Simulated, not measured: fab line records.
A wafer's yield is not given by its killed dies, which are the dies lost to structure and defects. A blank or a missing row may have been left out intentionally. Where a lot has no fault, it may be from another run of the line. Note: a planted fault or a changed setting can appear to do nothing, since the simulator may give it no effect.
Matching of chambers    flow nand-harc    4 sister chambers for NHARC_A_WL_FILL_ALD_02 on ald-metal-02
The step deposits TiN, target thk 2 nm, pulse time 3 s, ald cycles 100. 18 wafers are shown with their chamber, then 9 later ones without.

== WAFERS, EACH WITH ITS CHAMBER ==
wafer   chamber  heater-power-w (W)  precursor-pulse-height-rel
L075.1  2        1015                1.006
L075.3  3        1025                0.968
L075.5  3        1038                1.010
L077.2  2        1009                0.980
L077.3  1        1113                0.975
L077.6  2        1013                0.994
L080.1  1        1123                1.008
L080.4  3        1052                1.008
L080.6  3        1040                0.994
L082.2  0        1010                1.014
L082.3  2        999                 0.988
L082.5  2        996                 1.009
L085.1  0        1045                1.014
L085.2  1        1107                0.979
L085.6  2        1008                1.003
L086.2  3        1051                1.025
L086.3  0        1028                1.021
L086.5  0        1018                0.986

SIGNATURES (means of the wafers above)
reading                     chamber 0  chamber 1  chamber 2  chamber 3  scatter within a chamber
heater-power-w              1025.25    1114.33    1006.67    1041.20    10.7
precursor-pulse-height-rel  1.00875    0.98733    0.99667    1.00100    0.0166
Rule: for each reading, subtract the chamber's mean from the wafer's reading, divide by that reading's scatter and square the result; add these up over the readings and take the root, which gives the wafer's distance from the chamber. The wafer belongs to the nearest chamber; if the next one is less than 2 further off, it can't be placed. How the scatter is found: for the shown wafers, subtract from each reading the mean of its chamber, square and add these, divide the total by (wafers less chambers), then take the root.

== WAFERS WITHOUT THEIR CHAMBER ==
wafer   heater-power-w (W)  precursor-pulse-height-rel
L089.2  1065                1.020
L089.3  988                 0.971
L089.5  1030                0.998
L093.1  1119                1.004
L093.2  968                 1.024
L093.4  973                 0.976
L095.2  1114                1.012
L095.3  1094                1.004
L095.6  994                 1.029

== WHICH CHAMBER EACH WENT THROUGH ==
wafer    from the rows above            in truth
L089.2   can't be placed: 3 or 0        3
L089.3   can't be placed: 2 or 0        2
L089.5   can't be placed: 0 or 3 or 2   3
L093.1   1                              1
L093.2   can't be placed: 2 or 0        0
L093.4   can't be placed: 2 or 0        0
L095.2   1                              1
L095.3   1                              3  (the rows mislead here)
L095.6   can't be placed: 2 or 0        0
Correct placement for 2 of the 9. Cannot be placed on the basis of these rows: 6; the candidates contain the true chamber in 6. Wrongly placed: 1.
